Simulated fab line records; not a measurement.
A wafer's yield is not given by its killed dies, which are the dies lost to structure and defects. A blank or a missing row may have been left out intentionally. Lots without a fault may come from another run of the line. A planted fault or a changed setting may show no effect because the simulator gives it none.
Split-lot trial -- flow n5-finfet -- route with 1938 steps; 7 lots, 39 wafers read

## ON THE SPLIT
At N5_DUMMY_GATE_ETCH_42 (etches SiO2 in CHF3/O2, target depth 3.5 nm, time 31 s), the setting bias-w was moved away from the recipe's 12 W on 9 of the 39 wafers read, by -18.3% to +13.8%. The other wafers ran this setting at the recipe's value.

Reading taken at the split's own step.

## THE READING
rf-vpp-V, in V, at N5_DUMMY_GATE_ETCH_42 (etches SiO2 in CHF3/O2, target depth 3.5 nm, time 31 s). A value of 42.2 V with a standard deviation of 0.85 V is what fault-free wafers of this fab line usually give.

wafer,"tool, chamber at the split","bias-w as run, W",against the recipe,"rf-vpp-V, V",against lot-mates on the recipe
L076.1,"rie-diel-03, 1",10.21,-14.9%,36.3,-5.2
L076.2,"rie-diel-03, 3",12,recipe,41.8,-
L076.3,"rie-diel-03, 2",12,recipe,41.5,-
L076.4,"rie-diel-03, 0",10.21,-14.9%,37.0,-4.5
L076.5,"rie-diel-03, 2",10.21,-14.9%,37.5,-4.0
L076.6,"rie-diel-03, 3",12,recipe,41.1,-
L077.1,"rie-diel-06, 1",12,recipe,41.7,-
L077.2,"rie-diel-06, 3",12,recipe,42.6,-
L077.3,"rie-diel-06, 0",12,recipe,42.4,-
L077.4,"rie-diel-06, 2",12,recipe,42.2,-
L077.5,"rie-diel-06, 2",12,recipe,42.9,-
L077.6,"rie-diel-06, 3",12,recipe,42.8,-
L081.3,"rie-diel-06, 2",12,recipe,43.1,-
L081.5,"rie-diel-06, 0",12,recipe,43.7,-
L081.6,"rie-diel-06, 1",12,recipe,43.1,-
L082.1,"rie-diel-06, 2",12,recipe,41.0,-
L082.2,"rie-diel-06, 0",12,recipe,42.4,-
L082.3,"rie-diel-06, 3",12,recipe,42.1,-
L082.4,"rie-diel-06, 1",12,recipe,41.9,-
L082.5,"rie-diel-06, 3",12,recipe,42.2,-
L082.6,"rie-diel-06, 2",12,recipe,42.6,-
L087.1,"rie-diel-03, 2",12,recipe,43.3,-
L087.2,"rie-diel-03, 0",12,recipe,41.2,-
L087.3,"rie-diel-03, 3",12,recipe,42.6,-
L087.4,"rie-diel-03, 1",12,recipe,42.1,-
L087.5,"rie-diel-03, 2",12,recipe,41.1,-
L087.6,"rie-diel-03, 1",12,recipe,42.2,-
L094.1,"rie-diel-06, 0",9.8,-18.3%,35.2,-7.4
L094.2,"rie-diel-06, 3",12,recipe,41.9,-
L094.3,"rie-diel-06, 1",12,recipe,43.8,-
L094.4,"rie-diel-06, 2",9.8,-18.3%,36.0,-6.6
L094.5,"rie-diel-06, 0",12,recipe,42.1,-
L094.6,"rie-diel-06, 1",9.8,-18.3%,36.9,-5.7
L096.1,"rie-diel-02, 3",12,recipe,43.2,-
L096.2,"rie-diel-02, 0",13.66,+13.8%,46.3,+3.8
L096.3,"rie-diel-02, 1",13.66,+13.8%,47.3,+4.8
L096.4,"rie-diel-02, 2",13.66,+13.8%,46.5,+4.0
L096.5,"rie-diel-02, 1",12,recipe,43.7,-
L096.6,"rie-diel-02, 0",12,recipe,40.7,-

THE FIT
A straight line over all 39 wafers: rf-vpp-V changes by +0.34 V for each +1% of bias-w; r = +0.96; the points scatter about the line by 0.8 V.
The same after taking each lot's own level away (the mean of its wafers on the recipe; 39 wafers): +0.326 V for each +1%; r = +0.96; scatter 0.7 V.
The reading moves by 6 V for the largest change in bias-w, on that fit.
From 41.47 to 43.30 V: that is the span of the lots' own levels, equal to 2.2 times the standard deviation above.
The two slopes agree, so the slope changes little with the lot-to-lot level.
Check: for one of the wafers moved furthest among these (-18.3%), held out of the fit, the line's prediction against its lot-mates is -5.77 V. It came out at -7.4 V against them.
Tool readings at the split's step, against how far the setting was moved: rf-vpp-V r = +0.96.

## ADDITIONAL SPLITS CARRIED BY THESE WAFERS
Before the reading, these wafers also passed through other splits. Each is held against what the fit with the lots' levels taken away leaves over:
other split on the same wafers,wafers away from the commonest value,r with rf-vpp-V (lot level and that fit taken away)
N5_DUMMY_GATE_ETCH_37 source-w,12,+0.01
N5_DUMMY_GATE_ETCH_31 target-depth-a,12,-0.01

## FILE'S OWN FIT
rf-vpp-V changes by +0.327 V for each +1% of bias-w, r = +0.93.
